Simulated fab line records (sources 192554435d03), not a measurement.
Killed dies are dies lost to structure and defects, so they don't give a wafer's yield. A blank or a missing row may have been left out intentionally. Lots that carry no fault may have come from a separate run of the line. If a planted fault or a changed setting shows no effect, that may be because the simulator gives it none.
Matching of chambers | flow n5Finfet | N5_BEOL_M12_VIA_ETCH_16 on rieDiel-01 has 4 sister chambers
The step etches SiOC in C4F8/O2/Ar, target depth 724.8 nm. 20 wafers are shown with their chamber, then 10 later ones without.

## WAFERS, EACH WITH ITS CHAMBER
wafer  | chamber | drypumpMotorCurrentA (A) | showerheadPlenumPTorr (Torr) | throttleValvePct (%)
L074.2 | 3       | 5.2                      | 3.35                         | 23.90
L074.4 | 1       | 5.1                      | 3.38                         | 24.08
L074.6 | 3       | 5.3                      | 3.35                         | 23.91
L078.1 | 0       | 4.9                      | 3.28                         | 24.26
L078.3 | 3       | 5.3                      | 3.34                         | 23.93
L078.4 | 0       | 4.9                      | 3.28                         | 24.24
L082.4 | 3       | 5.3                      | 3.34                         | 23.93
L082.5 | 0       | 4.9                      | 3.28                         | 24.28
L082.6 | 3       | 5.2                      | 3.34                         | 23.93
L081.3 | 1       | 5.1                      | 3.37                         | 24.07
L081.5 | 3       | 5.2                      | 3.33                         | 23.94
L081.6 | 0       | 4.9                      | 3.28                         | 24.26
L083.4 | 2       | 6.4                      | 3.46                         | 23.89
L083.5 | 2       | 6.4                      | 3.46                         | 23.89
L083.6 | 3       | 5.3                      | 3.33                         | 23.93
L088.2 | 3       | 5.2                      | 3.33                         | 23.96
L088.4 | 0       | 5.0                      | 3.27                         | 24.27
L088.5 | 0       | 4.9                      | 3.27                         | 24.30
L093.2 | 0       | 4.9                      | 3.27                         | 24.30
L093.3 | 2       | 6.4                      | 3.45                         | 23.93

SIGNATURES, as means of the wafers listed above
reading               | chamber 0 | chamber 1 | chamber 2 | chamber 3 | scatter within a chamber
drypumpMotorCurrentA  | 4.914     | 5.100     | 6.400     | 5.250     | 0.0423
showerheadPlenumPTorr | 3.2757    | 3.3750    | 3.4567    | 3.3388    | 0.00696
throttleValvePct      | 24.2729   | 24.0750   | 23.9033   | 23.9288   | 0.0199
Rule: for each reading, subtract the chamber's mean from the wafer's reading, divide by that reading's scatter and square the result; add these up over the readings and take the root, which gives the wafer's distance from the chamber. If the next closest chamber is less than 2 further off than the closest, the wafer can't be placed; otherwise it belongs to the closest. The scatter is the square root of a quotient: the sum, over the shown wafers, of each reading's squared deviation from its chamber's mean, divided by wafers minus chambers.

## WAFERS WITHOUT THEIR CHAMBER
wafer  | drypumpMotorCurrentA (A) | showerheadPlenumPTorr (Torr) | throttleValvePct (%)
L093.5 | 5.1                      | 3.36                         | 24.09
L091.3 | 4.9                      | 3.27                         | 24.28
L091.5 | 5.2                      | 3.32                         | 23.96
L091.6 | 4.9                      | 3.27                         | 24.30
L094.1 | 4.9                      | 3.26                         | 24.31
L094.5 | 5.2                      | 3.32                         | 23.96
L094.6 | 6.4                      | 3.45                         | 23.92
L096.1 | 5.2                      | 3.31                         | 23.98
L096.2 | 6.4                      | 3.44                         | 23.94
L096.5 | 6.4                      | 3.44                         | 23.94

## WHICH CHAMBER EACH WENT THROUGH
wafer  | from the rows above | in truth
L093.5 | 1                   | 1
L091.3 | 0                   | 0
L091.5 | 3                   | 3
L091.6 | 0                   | 0
L094.1 | 0                   | 0
L094.5 | 3                   | 3
L094.6 | 2                   | 2
L096.1 | 3                   | 3
L096.2 | 2                   | 2
L096.5 | 2                   | 2
Correctly placed: 10 of 10. From these rows, 0 cannot be placed. Wrongly placed: 0.
